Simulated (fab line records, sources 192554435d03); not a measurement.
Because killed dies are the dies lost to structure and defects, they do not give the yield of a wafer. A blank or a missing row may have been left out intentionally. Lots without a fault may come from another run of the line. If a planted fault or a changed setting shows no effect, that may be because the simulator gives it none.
Which of the tools did it? ; flow n5Finfet ; Sampling: 10 lots, 30 wafers, 2 of 1938 route steps

WHAT EACH GAUGE READ, for each wafer
N5_PASSIVATION_OVL_MEAS_60.
lot;measured;on;TV_OVL (nm)
L908;day 12 20:28;overlay-02;-4 -3 -2
L909;day 12 23:34;overlay-02;12 5 1
L911;day 15 06:41;overlay-02;2 1 2
L915;day 16 14:23;overlay-01;1 -5 -10
L919;day 17 15:50;overlay-02;810 793 801
L920;day 17 23:12;overlay-01;7 8 7
L923;day 18 02:27;overlay-02;7 5 11
L910;day 18 02:44;overlay-01;817 811 818
L925;day 19 04:36;overlay-02;-2 6 0
L926;day 19 22:28;overlay-01;-5 -12 -5

WHICH TOOL RAN EACH LOT (tool, then ch and the chambers of the sampled wafers, then the start)
lot;N5_PASSIVATION_EXPOSE_07
L908;krfScanner-02 ch 0, day 12 20:15
L909;krfScanner-01 ch 0, day 12 23:22
L911;krfScanner-01 ch 0, day 15 06:30
L915;krfScanner-02 ch 0, day 16 14:10
L919;krfScanner-01 ch 0, day 17 15:37
L920;krfScanner-02 ch 0, day 17 23:00
L923;krfScanner-02 ch 0, day 18 02:14
L910;krfScanner-01 ch 0, day 18 02:32
L925;krfScanner-02 ch 0, day 19 04:23
L926;krfScanner-02 ch 0, day 19 22:15
- N5_PASSIVATION_EXPOSE_07: exposes mask TV, defocus 0 nm, target cd 3000 nm.

WHAT THE TOOLS THEMSELVES READ (means of the sampled wafers that have a number; where no wafer has one, the mark that the record gives instead)
N5_PASSIVATION_EXPOSE_07.
lot;tool;focusOffsetNm (nm)
L908;krfScanner-02;-0.4
L909;krfScanner-01;-0.8
L911;krfScanner-01;0.4
L915;krfScanner-02;0.4
L919;krfScanner-01;-0.5
L920;krfScanner-02;-0.4
L923;krfScanner-02;0.0
L910;krfScanner-01;0.3
L925;krfScanner-02;-0.1
L926;krfScanner-02;-0.3

THE ANSWER, worked out from the rows above alone
Rule: the usual values come from the lots themselves. The widest of any qualifying gaps counts: lots, ordered by their means at a reading, are off when they make up no more than a third of the lots, leave a main group of 4 or more, and stand apart from it by 3 or more times the standard deviation of that group's means. A main group is skipped when, at the precision printed for the reading in the tables above, its means are all equal. Also off: a lot with no number at a reading for which 4 or more lots have one. Any other lot the step has rows for is counted as sound. The gauges are gone through in route order, then the tools' own readings, and for those a lot's mean is taken as printed above. The first step at which some lot is off is used, and at that step the reading that is off furthest; a lot without a number counts as furthest.
Off: L919, L910, at N5_PASSIVATION_OVL_MEAS_60 (TV_OVL). Mean 1 nm and standard deviation 5.3 in the main group.
If a tool, at a process step before that reading, ran all the lots that are off and no sound lot after the first of them, it fits. Gauges at N5_PASSIVATION_OVL_MEAS_60: tried the same way as those tools. One fits: krfScanner-01 at N5_PASSIVATION_EXPOSE_07. Its last sound lot is L911 (day 15 06:30), its first lot that is off L919 (day 17 15:37): a fault that began between those two fits.

WHAT THE SIMULATOR PUT IN
Scanner matching overlay: krfScanner-01, from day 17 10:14 on, at N5_PASSIVATION_EXPOSE_07. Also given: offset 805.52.
Lots struck among those shown: L919, L910. The rule above reached the same finding.
